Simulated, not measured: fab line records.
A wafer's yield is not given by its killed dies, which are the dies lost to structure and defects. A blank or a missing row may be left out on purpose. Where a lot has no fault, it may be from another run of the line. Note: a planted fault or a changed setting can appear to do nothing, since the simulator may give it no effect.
Chamber matching :: flow nand-harc :: ald-hk-02 running NHARC_A_CHANNEL_FILL_D1_ALD_14: 4 sister chambers
The step deposits SiO2, target thk 2.5 nm, pulse time 10 s, ald cycles 25. 8 wafers are shown with their chamber, then 8 later ones without.

## WAFERS, EACH WITH ITS CHAMBER
wafer: L678.5
chamber: 2
heater-power-w (W): 403
precursor-pulse-height-rel: 1.025

wafer: L683.1
chamber: 3
heater-power-w (W): 453
precursor-pulse-height-rel: 0.971

wafer: L683.3
chamber: 1
heater-power-w (W): 431
precursor-pulse-height-rel: 1.000

wafer: L683.5
chamber: 2
heater-power-w (W): 406
precursor-pulse-height-rel: 0.940

wafer: L688.1
chamber: 3
heater-power-w (W): 464
precursor-pulse-height-rel: 0.972

wafer: L688.4
chamber: 0
heater-power-w (W): 467
precursor-pulse-height-rel: 1.007

wafer: L688.5
chamber: 0
heater-power-w (W): 459
precursor-pulse-height-rel: 0.985

wafer: L691.2
chamber: 1
heater-power-w (W): 440
precursor-pulse-height-rel: 1.004

## WAFERS WITHOUT THEIR CHAMBER
wafer: L691.3
heater-power-w (W): 452
precursor-pulse-height-rel: 0.985

wafer: L691.6
heater-power-w (W): 458
precursor-pulse-height-rel: 0.985

wafer: L694.1
heater-power-w (W): 403
precursor-pulse-height-rel: 1.029

wafer: L694.2
heater-power-w (W): 453
precursor-pulse-height-rel: 1.017

wafer: L694.4
heater-power-w (W): 443
precursor-pulse-height-rel: 0.985

wafer: L697.2
heater-power-w (W): 440
precursor-pulse-height-rel: 1.007

wafer: L697.4
heater-power-w (W): 399
precursor-pulse-height-rel: 0.991

wafer: L697.5
heater-power-w (W): 448
precursor-pulse-height-rel: 1.024

## CHAMBER TAKEN BY EACH
wafer: L691.3
from the rows above: can't be placed: 3 or 0 or 1
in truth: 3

wafer: L691.6
from the rows above: can't be placed: 3 or 0
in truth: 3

wafer: L694.1
from the rows above: 2
in truth: 2

wafer: L694.2
from the rows above: can't be placed: 3 or 0 or 1
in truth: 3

wafer: L694.4
from the rows above: can't be placed: 1 or 3
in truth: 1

wafer: L697.2
from the rows above: 1
in truth: 1

wafer: L697.4
from the rows above: 2
in truth: 2

wafer: L697.5
from the rows above: can't be placed: 1 or 3 or 0
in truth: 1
Correct placement for 3 of the 8. These rows do not allow placing 5 (true chamber among the candidates in 5). Number placed wrongly: 0.
How it was worked out, from the rows above alone: a wafer's distance from a chamber is the root of the sum, over the readings, of the square of ((its reading less the chamber's mean) divided by the reading's scatter). If the next closest chamber is less than 2 further off than the closest, the wafer can't be placed; otherwise it belongs to the closest. The mean given for a chamber averages the wafers shown for that chamber. The scatter: take each reading less its chamber's mean, square it, sum over the shown wafers, divide by the number of wafers less the number of chambers, and take the root.
